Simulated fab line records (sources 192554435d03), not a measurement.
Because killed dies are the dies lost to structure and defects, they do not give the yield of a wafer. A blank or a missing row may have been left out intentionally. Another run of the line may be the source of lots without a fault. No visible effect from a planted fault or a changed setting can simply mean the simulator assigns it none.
fab line records	flow n5-finfet
record: lots: 24	wafers: 72	last-day: 17
route steps=1938 shown BEOL_M1@768
lots untouched by any fault: they come from a run of this same line in which no faults occurred
start-h: hours from the record's opening day to when the first of the lot's shown wafers began	wait-h: time in hours since the lot's previous step	" repeats the value in the row above	L1.1+2: several wafers, shown together as one row	- no value, or no start given	* or withheld: withheld	< > ~ a bound
route shown NAME@n: NAME is a module with steps in the file, n the number in the route of the first one	usual: mean and standard deviation over wafers with no fault	same: alike in all rows	chamber/n: place in a boat	sites: readings site by site	_std_site: how widely they spread, as a standard deviation	_edge_site: inner sites' mean taken away from outer sites' mean	radius-mm: for every site, how far away it sits from the centre of the wafer	mask NAME#n: copy n	behind: the most recent tool/chamber to have shaped the wafer	hold: the reason the lot was held/the length of the hold in hours/how it ended	device: whichever transistor did not switch (one of n, p or np)	end of line: at the end of the route, the tests of the same wafers	a step with no rows: only its recipe	killed: dies that structure and defects cost at the first sort, which is not the same as the wafer's yield	map: the dies of a wafer, with x for killed, . for not killed, _ for no die there
set.NAME: setting as actually run; set.NAME@STEP: the setting as run at that earlier step	model.NAME: the simulator's own value behind a step, which no gauge read
a sample of lots followed through the steps of the route, with each step as a table and each wafer as a row
services: the hour from which a tool's chamber was out of use, counted from the record's first day as start-h (under 0 if before that day), plus the number of hours and why
== steps ==
step: N5_BEOL_M1_ETCH_74
recipe: chemistry: N2/H2	target: underlayer	target-depth-a: 65	mask-material: CAR-EUV	time-s: 5.2	ion-energy-ev: 200	pressure-mtorr: 30	source-w: 840	bias-w: 150	n2-flow-sccm: 200	h2-flow-sccm: 200	ends: cleared
usual: bias-w: 150.0/0.51	drypump-motor-current-A: 5.8/0.36	etch-rf-on-time-s: 5.19/0.22	h2-flow-sccm: 200.0/0.61	oes-product-au: 0.65/0.065	rf-vpp-V: 523.5/2.6	showerhead-plenum-p-Torr: 2.53/0.083	throttle-valve-pct: 17.91/0.25
lot.wafer	tool	chamber	start-h	wait-h	bias-w	drypump-motor-current-A	etch-rf-on-time-s	h2-flow-sccm	oes-product-au	rf-hours-counter-h	rf-vpp-V	showerhead-plenum-p-Torr	throttle-valve-pct
L074.1	rie-diel-03	0	121.63	0.0	149.0	5.7	5.49	200.6	0.61	168	525.4	2.64	17.79
L074.3	"	1	"	"	149.8	6.3	5.21	200.4	0.66	150	527.5	2.65	18.17
L074.5	"	0	"	"	150.3	5.7	5.56	200.9	0.61	-	526.5	2.64	17.82
L075.2	rie-diel-01	0	130.05	0.0	149.9	5.7	5.10	199.7	0.60	224	524.1	2.51	17.69
L075.4	"	2	"	"	149.5	6.3	5.17	200.7	0.66	135	523.6	2.46	18.03
L075.6	"	1	"	"	151.0	5.5	5.06	200.2	0.65	-	524.5	2.53	17.91
L076.2	rie-diel-02	1	134.95	0.0	149.2	5.8	5.15	200.0	0.83	9	523.3	2.49	17.49
L076.4	"	2	"	"	150.9	5.1	5.08	200.2	0.60	183	521.7	2.53	18.01
L076.6	"	2	"	"	150.3	5.2	5.06	199.3	0.60	-	523.2	2.53	18.00
L077.1	rie-diel-01	1	140.52	0.0	150.4	5.4	4.98	200.2	0.64	175	522.6	2.52	17.92
L077.2	"	0	"	"	150.2	5.7	5.06	199.8	0.61	227	523.7	2.51	17.72
L077.6	"	1	"	"	150.6	5.4	5.04	200.7	0.64	-	523.9	2.52	17.93
L078.1	rie-diel-02	0	143.27	0.0	150.0	6.3	5.27	199.6	0.63	188	524.7	2.55	18.55
L078.4	"	3	"	"	150.7	5.3	5.29	199.5	0.70	79	523.0	2.56	17.41
L078.6	"	2	"	"	149.2	5.1	5.07	199.1	0.61	-	524.7	2.53	18.01
L079.1	rie-diel-03	0	148.73	0.0	149.6	5.7	5.54	200.1	0.62	175	527.9	2.64	17.81
L079.2	"	3	"	"	150.3	5.7	4.98	198.9	0.64	182	521.7	2.40	17.64
L079.3	"	2	"	"	149.9	6.0	4.96	198.8	0.60	240	518.9	2.37	18.08
L080.1	rie-diel-01	1	157.86	0.0	149.9	5.5	5.07	199.7	0.64	180	523.6	2.52	17.94
L080.5	"	3	"	"	150.7	5.4	5.62	200.7	0.61	-	520.6	2.54	17.89
L080.6	"	2	"	"	150.2	6.3	5.10	199.4	0.67	-	523.2	2.46	18.05
L081.1	rie-diel-03	1	165.88	0.0	148.9	6.3	5.12	200.1	0.66	162	527.4	2.64	18.19
L081.5	"	0	"	"	150.6	5.7	5.50	200.0	0.61	-	527.0	2.64	17.83
L081.6	"	1	"	"	149.2	6.3	5.12	200.3	0.66	-	525.3	2.64	18.20
L082.1	rie-diel-01	1	170.45	0.0	149.7	5.5	5.00	199.5	0.63	184	521.4	2.52	17.96
L082.3	"	2	"	"	150.6	6.3	5.04	200.9	0.67	147	521.4	2.46	18.06
L082.5	"	0	"	"	148.8	5.7	4.91	200.8	0.62	-	522.5	2.50	17.70
L083.1	rie-diel-03	3	179.10	0.0	150.2	5.7	5.00	199.0	0.63	191	519.3	2.40	17.66
L083.2	"	2	"	"	149.7	6.0	4.93	199.8	0.60	249	518.5	2.37	18.06
L083.5	"	1	"	"	149.3	6.3	5.18	199.3	0.65	-	526.0	2.64	18.21
L084.1	rie-diel-03	1	184.57	0.0	149.8	6.3	5.16	199.4	0.64	169	525.5	2.64	18.21
L084.3	"	0	"	"	149.6	5.7	5.41	200.3	0.61	186	528.0	2.64	17.84
L084.4	"	3	"	"	150.4	5.8	5.02	199.9	0.62	-	522.9	2.39	17.70
L085.1	rie-diel-02	1	189.92	0.0	150.2	5.8	5.11	199.4	0.78	25	521.2	2.48	17.55
L085.2	"	2	"	"	150.4	5.1	4.99	201.2	0.60	200	521.9	2.52	18.03
L085.6	"	0	"	"	149.3	6.3	5.32	199.7	0.62	-	523.7	2.55	18.53
L086.1	rie-diel-03	2	201.60	0.0	149.5	6.0	4.92	200.2	0.89	0	527.6	2.69	17.69
L086.3	"	3	"	"	150.7	5.8	5.01	198.9	0.63	199	518.4	2.39	17.68
L086.5	"	3	"	"	150.8	5.8	4.99	199.4	0.63	-	520.5	2.39	17.68
L088.3	rie-diel-03	3	204.46	0.0	150.1	5.8	4.92	198.9	0.63	200	519.7	2.39	17.68
L088.5	"	0	"	"	149.6	5.7	5.50	200.4	0.61	-	525.8	2.63	17.84
L088.6	"	3	"	"	151.3	5.7	4.95	199.7	0.63	-	519.7	2.39	17.69
L087.1	rie-diel-01	2	204.63	0.0	149.6	6.2	5.17	199.1	0.65	158	520.5	2.46	18.08
L087.2	"	3	"	"	150.0	5.5	5.56	200.2	0.61	176	525.6	2.53	17.89
L087.3	"	1	"	"	150.3	5.5	5.07	200.1	0.61	195	523.0	2.52	17.97
L089.1	rie-diel-03	2	212.45	0.0	149.9	6.0	4.98	200.6	0.84	4	530.2	2.68	17.71
L089.2	"	3	"	"	149.9	5.7	5.09	199.7	0.62	203	521.0	2.39	17.70
L089.5	"	2	"	"	150.1	6.0	4.99	200.3	0.85	-	527.4	2.68	17.70
L090.2	rie-diel-02	0	215.81	0.0	150.5	6.2	5.33	200.2	0.61	208	524.1	2.54	18.58
L090.4	"	3	"	"	150.4	5.3	5.19	199.3	0.68	100	527.4	2.55	17.44
L090.6	"	2	"	"	149.4	5.2	5.06	200.3	0.60	-	522.1	2.52	18.04
L091.1	rie-diel-01	1	220.77	0.0	149.8	5.5	5.07	199.6	0.62	202	523.9	2.51	17.97
L091.2	"	3	"	"	150.1	5.4	5.58	200.2	0.59	183	521.9	2.53	17.91
L091.6	"	1	"	"	150.8	5.5	5.05	199.7	0.62	-	524.1	2.51	17.97
L092.1	rie-diel-01	1	227.99	0.0	149.1	5.5	5.04	200.8	0.62	206	521.5	2.51	18.00
L092.2	"	2	"	"	149.4	6.3	5.11	201.0	0.65	169	521.2	2.45	18.10
L092.3	"	3	"	"	150.3	5.4	5.64	199.4	0.59	186	523.7	2.53	17.91
L093.1	rie-diel-01	2	240.69	0.0	149.9	6.3	5.12	201.4	0.64	174	518.8	2.45	18.09
L093.2	"	3	"	"	149.8	5.4	5.63	199.1	0.59	191	521.8	2.52	17.94
L093.3	"	1	"	"	149.3	5.5	5.12	201.1	0.61	211	522.5	2.51	18.00
L094.2	rie-diel-01	3	242.15	0.0	149.7	5.4	5.51	199.4	0.60	192	523.2	2.52	17.94
L094.3	"	2	"	"	149.5	6.3	5.05	200.0	0.64	175	518.6	2.45	18.11
L094.5	"	1	"	"	150.0	5.5	4.97	199.5	0.61	-	526.2	2.51	18.00
L095.1	rie-diel-02	2	249.51	0.0	150.0	5.2	5.03	199.6	0.59	220	524.3	2.52	18.06
L095.3	"	0	"	"	150.2	6.2	5.28	199.5	0.60	219	524.2	2.54	18.58
L095.6	"	2	"	"	149.5	5.2	4.96	200.5	0.59	-	523.5	2.52	18.06
L096.2	rie-diel-03	2	263.98	0.0	150.3	6.0	4.97	199.2	0.83	14	527.8	2.68	17.74
L096.3	"	0	"	"	149.4	5.7	5.52	200.6	0.58	207	526.0	2.63	17.88
L096.6	"	1	"	"	150.0	6.2	5.18	199.2	0.64	-	527.1	2.63	18.23
L097.1	rie-diel-01	1	266.39	0.0	148.9	5.5	5.03	199.7	0.61	220	523.6	2.51	18.01
L097.3	"	3	"	"	150.1	5.4	5.66	200.7	0.59	199	522.6	2.52	17.94
L097.6	"	1	"	"	149.4	5.5	5.05	199.5	0.61	-	523.7	2.50	18.01
step: N5_BEOL_M1_OVL_MEAS_29
recipe: points-per-wafer: 522
usual: V0_OVL: -0.1/0.69
lot.wafer	tool	chamber	start-h	wait-h	V0_OVL[nm]
L074.1	overlay-01	0	122.38	0.0	0.8
L074.3	"	0	"	"	0.2
L074.5	"	0	"	"	-0.3
L075.2	overlay-02	0	130.80	0.0	-0.2
L075.4	"	0	"	"	-0.1
L075.6	"	0	"	"	0.0
L076.2	overlay-02	0	135.71	0.0	-0.1
L076.4	"	0	"	"	0.6
L076.6	"	0	"	"	1.2
L077.1	overlay-01	0	141.39	0.0	-1.4
L077.2	"	0	"	"	0.0
L077.6	"	0	"	"	-0.7
L078.1	overlay-01	0	144.14	0.0	0.7
L078.4	"	0	"	"	-0.3
L078.6	"	0	"	"	-0.9
L079.1	overlay-02	0	149.47	0.0	-1.6
L079.2	"	0	"	"	-0.6
L079.3	"	0	"	"	-0.3
L080.1	overlay-01	0	158.73	0.0	0.1
L080.5	"	0	"	"	-0.2
L080.6	"	0	"	"	0.0
L081.1	overlay-01	0	166.76	0.0	0.2
L081.5	"	0	"	"	0.8
L081.6	"	0	"	"	-0.8
L082.1	overlay-02	0	171.31	0.0	-0.5
L082.3	"	0	"	"	-0.4
L082.5	"	0	"	"	-1.1
L083.1	overlay-01	0	179.85	0.0	0.2
L083.2	"	0	"	"	-0.4
L083.5	"	0	"	"	-0.1
L084.1	overlay-02	0	185.44	0.0	1.3
L084.3	"	0	"	"	-0.5
L084.4	"	0	"	"	0.6
L085.1	overlay-01	0	190.70	0.0	-0.5
L085.2	"	0	"	"	0.7
L085.6	"	0	"	"	0.6
L086.1	overlay-02	0	202.34	0.0	0.6
L086.3	"	0	"	"	0.8
L086.5	"	0	"	"	0.7
L088.3	overlay-01	0	205.38	0.0	0.5
L088.5	"	0	"	"	-0.8
L088.6	"	0	"	"	0.6
L087.1	overlay-02	0	205.42	0.0	0.2
L087.2	"	0	"	"	-0.4
L087.3	"	0	"	"	-1.0
L089.1	overlay-02	0	213.32	0.0	0.3
L089.2	"	0	"	"	0.8
L089.5	"	0	"	"	0.4
L090.2	overlay-02	0	216.77	0.0	-0.5
L090.4	"	0	"	"	0.3
L090.6	"	0	"	"	-0.6
L091.1	overlay-01	0	221.71	0.0	0.2
L091.2	"	0	"	"	-1.0
L091.6	"	0	"	"	-0.4
L092.1	overlay-02	0	228.95	0.0	-1.3
L092.2	"	0	"	"	-0.8
L092.3	"	0	"	"	-1.2
L093.1	overlay-02	0	241.44	0.0	0.9
L093.2	"	0	"	"	0.3
L093.3	"	0	"	"	0.4
L094.2	overlay-02	0	243.02	0.0	0.6
L094.3	"	0	"	"	0.2
L094.5	"	0	"	"	0.0
L095.1	overlay-02	0	250.50	0.0	-0.3
L095.3	"	0	"	"	0.6
L095.6	"	0	"	"	-1.0
L096.2	overlay-02	0	264.86	0.0	0.2
L096.3	"	0	"	"	0.0
L096.6	"	0	"	"	0.5
L097.1	overlay-02	0	267.37	0.0	1.0
L097.3	"	0	"	"	-0.5
L097.6	"	0	"	"	0.9
step: N5_BEOL_M1_STRIP_97
recipe: chemistry: N2/H2	time-s: 10	power-w: 450	temp-c: 40	pressure-mtorr: 20	rf-frequency-hz: 6e+07	bias-power-w: 7	n2-flow-sccm: 200	h2-flow-sccm: 200
usual: drypump-motor-current-A: 5.7/0.36	h2-flow-sccm: 200.0/0.53	oes-product-au: 0.77/0.085	rf-vpp-V: 59.1/0.78	showerhead-plenum-p-Torr: 2.52/0.076	throttle-valve-pct: 23.6/0.43
lot.wafer	tool	chamber	start-h	wait-h	drypump-motor-current-A	h2-flow-sccm	oes-product-au	rf-hours-counter-h	rf-vpp-V	showerhead-plenum-p-Torr	throttle-valve-pct
L074.1	rie-diel-01	0	-	-	5.6	199.4	0.70	222	59.4	2.51	23.3
L074.3	"	3	"	"	5.5	200.0	0.74	154	59.1	2.54	23.6
L074.5	"	1	"	"	5.5	200.1	0.75	-	59.3	2.52	23.5
L075.2	rie-diel-01	1	-	-	5.5	198.8	0.76	173	58.7	2.52	23.5
L075.4	"	0	"	"	5.7	200.5	0.70	226	58.5	2.51	23.3
L075.6	"	0	"	"	5.7	200.0	0.70	-	58.6	2.51	23.3
L076.2	rie-diel-02	1	-	-	5.8	200.2	0.97	10	59.2	2.48	23.2
L076.4	"	3	"	"	5.3	199.5	0.80	78	60.4	2.56	23.1
L076.6	"	1	"	"	5.8	199.6	0.96	-	60.1	2.48	23.2
L077.1	rie-diel-02	3	-	-	5.4	200.4	0.81	79	60.3	2.56	23.1
L077.2	"	0	"	"	6.3	199.9	0.74	188	59.6	2.55	24.7
L077.6	"	0	"	"	6.3	200.6	0.75	-	59.4	2.55	24.7
L078.1	rie-diel-01	0	-	-	5.7	200.5	0.69	229	59.9	2.50	23.3
L078.4	"	3	"	"	5.4	199.0	0.74	161	58.7	2.53	23.6
L078.6	"	3	"	"	5.5	200.0	0.74	-	58.4	2.53	23.6
L079.1	rie-diel-01	2	-	-	6.2	200.4	0.76	143	58.4	2.46	24.0
L079.2	"	1	"	"	5.5	199.9	0.76	179	58.1	2.52	23.5
L079.3	"	3	"	"	5.4	199.9	0.73	163	59.5	2.53	23.7
L080.1	rie-diel-03	3	-	-	5.8	199.5	0.74	185	58.3	2.39	23.3
L080.5	"	0	"	"	5.7	199.3	0.73	-	59.7	2.63	23.5
L080.6	"	3	"	"	5.8	199.9	0.73	-	59.0	2.39	23.3
L081.1	rie-diel-01	0	-	-	5.7	200.2	0.70	235	58.7	2.50	23.3
L081.5	"	2	"	"	6.3	200.2	0.75	-	58.5	2.46	24.0
L081.6	"	3	"	"	5.4	199.8	0.73	-	60.6	2.53	23.6
L082.1	rie-diel-02	0	-	-	6.3	200.3	0.73	196	58.6	2.54	24.7
L082.3	"	3	"	"	5.3	199.6	0.80	87	58.5	2.55	23.2
L082.5	"	1	"	"	5.8	199.5	0.94	-	58.8	2.48	23.2
L083.1	rie-diel-01	1	-	-	5.5	199.5	0.74	188	58.6	2.51	23.5
L083.2	"	2	"	"	6.2	200.5	0.75	151	58.2	2.45	24.0
L083.5	"	1	"	"	5.5	200.8	0.73	-	59.7	2.51	23.5
L084.1	rie-diel-02	1	-	-	5.7	199.8	0.94	26	59.1	2.48	23.2
L084.3	"	2	"	"	5.1	200.8	0.70	201	58.2	2.52	23.6
L084.4	"	3	"	"	5.3	199.9	0.80	93	59.1	2.55	23.1
L085.1	rie-diel-03	0	-	-	5.7	200.0	0.73	189	60.1	2.63	23.5
L085.2	"	3	"	"	5.7	199.2	0.74	196	58.4	2.39	23.3
L085.6	"	1	"	"	6.2	200.3	0.75	-	59.7	2.63	24.1
L086.1	rie-diel-02	3	-	-	5.3	200.7	0.80	96	60.1	2.55	23.1
L086.3	"	1	"	"	5.8	200.6	0.92	29	58.4	2.48	23.2
L086.5	"	1	"	"	5.8	200.8	0.93	-	58.3	2.48	23.3
L088.3	rie-diel-01	2	-	-	6.3	199.3	0.74	159	58.8	2.45	24.0
L088.5	"	2	"	"	6.2	199.7	0.75	-	60.2	2.45	24.0
L088.6	"	3	"	"	5.5	200.2	0.73	-	59.5	2.53	23.7
L087.1	rie-diel-03	3	-	-	5.7	199.6	0.72	201	58.6	2.39	23.3
L087.2	"	0	"	"	5.7	199.5	0.73	194	58.4	2.63	23.5
L087.3	"	2	"	"	6.0	199.6	1.01	2	59.3	2.68	23.5
L089.1	rie-diel-01	1	-	-	5.5	199.8	0.73	201	58.3	2.51	23.6
L089.2	"	2	"	"	6.2	200.1	0.74	164	58.2	2.45	24.0
L089.5	"	2	"	"	6.3	199.7	0.74	-	58.4	2.45	24.0
L090.2	rie-diel-03	1	-	-	6.3	200.1	0.74	180	58.7	2.63	24.1
L090.4	"	2	"	"	6.0	199.4	0.99	5	60.3	2.68	23.5
L090.6	"	3	"	"	5.8	200.6	0.71	-	57.6	2.39	23.3
L091.1	rie-diel-03	3	-	-	5.8	199.9	0.71	209	59.7	2.38	23.3
L091.2	"	1	"	"	6.3	200.0	0.74	183	60.2	2.63	24.1
L091.6	"	3	"	"	5.8	200.3	0.72	-	59.4	2.38	23.3
L092.1	rie-diel-03	3	-	-	5.7	201.1	0.71	210	60.2	2.38	23.3
L092.2	"	2	"	"	6.0	200.8	0.97	10	59.8	2.68	23.5
L092.3	"	0	"	"	5.7	198.8	0.71	202	59.6	2.62	23.5
L093.1	rie-diel-01	3	-	-	5.4	200.5	0.71	194	58.5	2.52	23.7
L093.2	"	1	"	"	5.5	200.7	0.72	214	59.6	2.50	23.6
L093.3	"	0	"	"	5.7	199.2	0.68	243	60.0	2.50	23.3
L094.2	rie-diel-02	2	-	-	5.1	200.2	0.69	220	58.5	2.51	23.6
L094.3	"	0	"	"	6.3	200.0	0.72	219	60.4	2.53	24.8
L094.5	"	2	"	"	5.1	198.6	0.68	-	60.2	2.51	23.6
L095.1	rie-diel-02	0	-	-	6.3	199.6	0.72	223	58.0	2.53	24.8
L095.3	"	3	"	"	5.3	200.5	0.77	115	60.8	2.54	23.2
L095.6	"	0	"	"	6.3	199.9	0.71	-	59.9	2.53	24.8
L096.2	rie-diel-03	2	-	-	6.0	199.6	0.95	15	60.1	2.68	23.5
L096.3	"	0	"	"	5.7	199.6	0.71	208	59.7	2.62	23.5
L096.6	"	1	"	"	6.2	199.4	0.73	-	58.2	2.63	24.1
L097.1	rie-diel-02	3	-	-	5.3	200.8	0.77	118	60.3	2.54	23.2
L097.3	"	2	"	"	5.2	199.5	0.68	226	59.3	2.51	23.6
L097.6	"	3	"	"	5.3	200.0	0.77	-	57.8	2.54	23.2
step: N5_BEOL_M1_SPUTTER_48
recipe: material: Cu	target-thk-a: 45	temp-c: -20	chamber-pressure-pa: 0.07	power-w: withheld	time-s: 8.29
usual: throttle-valve-pct: 29.8/0.77
lot.wafer	tool	chamber	start-h	wait-h	throttle-valve-pct
L074.1	pvd-sputter-03	-	125.81	0.2	30.1
L074.3	"	-	"	"	29.8
L074.5	"	-	"	"	29.0
L075.2	pvd-sputter-03	-	136.31	0.3	29.3
L075.4	"	-	"	"	30.7
L075.6	"	-	"	"	30.7
L076.2	pvd-sputter-02	-	141.26	0.1	29.8
L076.4	"	-	"	"	31.1
L076.6	"	-	"	"	28.4
L077.1	pvd-sputter-01	-	143.90	0.1	29.3
L077.2	"	-	"	"	30.2
L077.6	"	-	"	"	29.1
L078.1	pvd-sputter-03	-	148.58	0.2	31.2
L078.4	"	-	"	"	30.4
L078.6	"	-	"	"	31.0
L079.1	pvd-sputter-03	-	153.55	0.1	28.8
L079.2	"	-	"	"	29.9
L079.3	"	-	"	"	30.6
L080.1	pvd-sputter-01	-	160.91	0.1	29.8
L080.5	"	-	"	"	29.9
L080.6	"	-	"	"	30.4
L081.1	pvd-sputter-01	-	172.44	1.4	29.5
L081.5	"	-	"	"	29.4
L081.6	"	-	"	"	30.3
L082.1	pvd-sputter-02	-	175.71	0.1	29.3
L082.3	"	-	"	"	29.9
L082.5	"	-	"	"	28.2
L083.1	pvd-sputter-03	-	183.79	0.1	30.3
L083.2	"	-	"	"	29.0
L083.5	"	-	"	"	30.9
L084.1	pvd-sputter-02	-	194.83	0.1	28.5
L084.3	"	-	"	"	29.6
L084.4	"	-	"	"	29.5
L085.1	pvd-sputter-01	-	195.68	0.3	30.3
L085.2	"	-	"	"	29.1
L085.6	"	-	"	"	30.1
L086.1	pvd-sputter-03	-	205.09	0.1	31.0
L086.3	"	-	"	"	30.1
L086.5	"	-	"	"	29.0
L088.3	pvd-sputter-02	-	207.65	0.1	31.2
L088.5	"	-	"	"	29.5
L088.6	"	-	"	"	28.4
L087.1	pvd-sputter-03	-	209.41	1.0	30.3
L087.2	"	-	"	"	30.0
L087.3	"	-	"	"	28.8
L089.1	pvd-sputter-02	-	217.70	0.1	30.7
L089.2	"	-	"	"	29.5
L089.5	"	-	"	"	29.8
L090.2	pvd-sputter-03	-	220.60	0.1	29.9
L090.4	"	-	"	"	30.1
L090.6	"	-	"	"	30.8
L091.1	pvd-sputter-01	-	228.76	0.1	29.5
L091.2	"	-	"	"	29.2
L091.6	"	-	"	"	29.0
L092.1	pvd-sputter-02	-	234.54	0.2	31.1
L092.2	"	-	"	"	28.1
L092.3	"	-	"	"	29.9
L093.1	pvd-sputter-01	-	247.36	0.1	29.6
L093.2	"	-	"	"	30.3
L093.3	"	-	"	"	29.3
L094.2	pvd-sputter-03	-	247.49	0.1	30.0
L094.3	"	-	"	"	29.0
L094.5	"	-	"	"	28.6
L095.1	pvd-sputter-02	-	260.84	0.3	29.7
L095.3	"	-	"	"	29.4
L095.6	"	-	"	"	28.4
L096.2	pvd-sputter-01	-	268.35	0.4	29.3
L096.3	"	-	"	"	30.2
L096.6	"	-	"	"	30.0
L097.1	pvd-sputter-03	-	271.33	0.2	30.1
L097.3	"	-	"	"	30.6
L097.6	"	-	"	"	29.1
step: N5_BEOL_M1_SPUTTER_81
recipe: material: Cu	target-thk-a: 45	temp-c: -20	chamber-pressure-pa: 0.07	power-w: withheld	time-s: 8.29
usual: throttle-valve-pct: 29.8/0.75
lot.wafer	tool	chamber	start-h	wait-h	throttle-valve-pct
L074.1	pvd-sputter-03	-	126.25	0.1	29.7
L074.3	"	-	"	"	30.3
L074.5	"	-	"	"	28.9
L075.2	pvd-sputter-03	-	136.75	0.1	29.3
L075.4	"	-	"	"	30.9
L075.6	"	-	"	"	30.9
L076.2	pvd-sputter-02	-	141.70	0.1	29.6
L076.4	"	-	"	"	31.1
L076.6	"	-	"	"	28.4
L077.1	pvd-sputter-01	-	144.34	0.1	29.0
L077.2	"	-	"	"	30.0
L077.6	"	-	"	"	29.9
L078.1	pvd-sputter-03	-	149.02	0.1	31.1
L078.4	"	-	"	"	30.1
L078.6	"	-	"	"	31.1
L079.1	pvd-sputter-03	-	153.99	0.1	29.2
L079.2	"	-	"	"	30.3
L079.3	"	-	"	"	31.2
L080.1	pvd-sputter-01	-	161.35	0.1	29.8
L080.5	"	-	"	"	29.6
L080.6	"	-	"	"	29.9
L081.1	pvd-sputter-01	-	172.88	0.1	29.8
L081.5	"	-	"	"	29.4
L081.6	"	-	"	"	30.2
L082.1	pvd-sputter-02	-	176.15	0.1	29.7
L082.3	"	-	"	"	29.9
L082.5	"	-	"	"	28.4
L083.1	pvd-sputter-03	-	184.23	0.1	30.2
L083.2	"	-	"	"	28.9
L083.5	"	-	"	"	31.1
L084.1	pvd-sputter-02	-	195.27	0.1	28.4
L084.3	"	-	"	"	29.8
L084.4	"	-	"	"	29.4
L085.1	pvd-sputter-01	-	196.12	0.1	30.3
L085.2	"	-	"	"	29.1
L085.6	"	-	"	"	30.1
L086.1	pvd-sputter-03	-	205.53	0.1	30.9
L086.3	"	-	"	"	30.3
L086.5	"	-	"	"	28.9
L088.3	pvd-sputter-02	-	208.09	0.1	31.2
L088.5	"	-	"	"	29.7
L088.6	"	-	"	"	28.2
L087.1	pvd-sputter-03	-	209.85	0.1	30.4
L087.2	"	-	"	"	30.2
L087.3	"	-	"	"	29.1
L089.1	pvd-sputter-02	-	218.14	0.1	30.7
L089.2	"	-	"	"	29.4
L089.5	"	-	"	"	29.4
L090.2	pvd-sputter-03	-	221.04	0.1	30.2
L090.4	"	-	"	"	30.3
L090.6	"	-	"	"	30.8
L091.1	pvd-sputter-01	-	229.20	0.1	29.6
L091.2	"	-	"	"	29.5
L091.6	"	-	"	"	29.2
L092.1	pvd-sputter-02	-	234.98	0.1	30.9
L092.2	"	-	"	"	28.4
L092.3	"	-	"	"	29.4
L093.1	pvd-sputter-01	-	247.80	0.1	29.9
L093.2	"	-	"	"	30.3
L093.3	"	-	"	"	29.4
L094.2	pvd-sputter-03	-	247.93	0.1	29.8
L094.3	"	-	"	"	29.1
L094.5	"	-	"	"	28.8
L095.1	pvd-sputter-02	-	261.28	0.1	29.7
L095.3	"	-	"	"	29.5
L095.6	"	-	"	"	28.6
L096.2	pvd-sputter-01	-	268.79	0.1	29.2
L096.3	"	-	"	"	30.4
L096.6	"	-	"	"	30.1
L097.1	pvd-sputter-03	-	271.77	0.1	30.1
L097.3	"	-	"	"	31.1
L097.6	"	-	"	"	28.9
step: N5_BEOL_M1_ANNEAL_89
recipe: temp-c: 400	time-s: 240	ambient: vacuum
usual: heater-power-w: 829/74
lot.wafer	tool	chamber	start-h	wait-h	heater-power-w
L074.1	pvd-sputter-03	-	126.77	0.0	736
L074.3	"	-	"	"	808
L074.5	"	-	"	"	826
L075.2	pvd-sputter-03	-	137.27	0.0	812
L075.4	"	-	"	"	818
L075.6	"	-	"	"	790
L076.2	pvd-sputter-02	-	142.22	0.0	842
L076.4	"	-	"	"	822
L076.6	"	-	"	"	948
L077.1	pvd-sputter-01	-	144.86	0.0	889
L077.2	"	-	"	"	903
L077.6	"	-	"	"	775
L078.1	pvd-sputter-03	-	149.54	0.0	793
L078.4	"	-	"	"	802
L078.6	"	-	"	"	801
L079.1	pvd-sputter-03	-	154.51	0.0	842
L079.2	"	-	"	"	803
L079.3	"	-	"	"	802
L080.1	pvd-sputter-01	-	161.87	0.0	756
L080.5	"	-	"	"	775
L080.6	"	-	"	"	866
L081.1	pvd-sputter-01	-	173.40	0.0	757
L081.5	"	-	"	"	740
L081.6	"	-	"	"	873
L082.1	pvd-sputter-02	-	176.67	0.0	687
L082.3	"	-	"	"	874
L082.5	"	-	"	"	965
L083.1	pvd-sputter-03	-	184.75	0.0	799
L083.2	"	-	"	"	834
L083.5	"	-	"	"	793
L084.1	pvd-sputter-02	-	195.79	0.0	955
L084.3	"	-	"	"	881
L084.4	"	-	"	"	691
L085.1	pvd-sputter-01	-	196.64	0.0	892
L085.2	"	-	"	"	861
L085.6	"	-	"	"	924
L086.1	pvd-sputter-03	-	206.05	0.0	807
L086.3	"	-	"	"	793
L086.5	"	-	"	"	844
L088.3	pvd-sputter-02	-	208.61	0.0	818
L088.5	"	-	"	"	851
L088.6	"	-	"	"	955
L087.1	pvd-sputter-03	-	210.37	0.0	793
L087.2	"	-	"	"	733
L087.3	"	-	"	"	861
L089.1	pvd-sputter-02	-	218.66	0.0	822
L089.2	"	-	"	"	695
L089.5	"	-	"	"	698
L090.2	pvd-sputter-03	-	221.56	0.0	730
L090.4	"	-	"	"	805
L090.6	"	-	"	"	801
L091.1	pvd-sputter-01	-	229.72	0.0	741
L091.2	"	-	"	"	875
L091.6	"	-	"	"	853
L092.1	pvd-sputter-02	-	235.50	0.0	818
L092.2	"	-	"	"	962
L092.3	"	-	"	"	880
L093.1	pvd-sputter-01	-	248.32	0.0	755
L093.2	"	-	"	"	901
L093.3	"	-	"	"	858
L094.2	pvd-sputter-03	-	248.45	0.0	737
L094.3	"	-	"	"	839
L094.5	"	-	"	"	826
L095.1	pvd-sputter-02	-	261.80	0.0	874
L095.3	"	-	"	"	675
L095.6	"	-	"	"	970
L096.2	pvd-sputter-01	-	269.31	0.0	857
L096.3	"	-	"	"	901
L096.6	"	-	"	"	882
L097.1	pvd-sputter-03	-	275.01	2.8	737
L097.3	"	-	"	"	792
L097.6	"	-	"	"	821
== services ==
tool	chamber	start-h	hours	kind
pvd-sputter-02	-	121.61	1.8	repair
rie-diel-01	0	137.19	2.4	repair
rie-diel-01	3	176.74	8.3	repair
rie-diel-03	2	181.29	-	clean
rie-diel-03	2	181.29	-	consumable-replace:focus-ring
rie-diel-03	2	181.29	-	consumable-replace:showerhead
rie-diel-03	-	234.90	15.6	pm
pvd-sputter-01	-	252.79	1.5	repair
rie-diel-01	0	270.83	-	clean
rie-diel-01	0	270.83	-	consumable-replace:focus-ring
rie-diel-01	0	270.83	24.0	scheduled-down
rie-diel-01	0	270.83	24.0	vent-cycle
== key ==
fault none
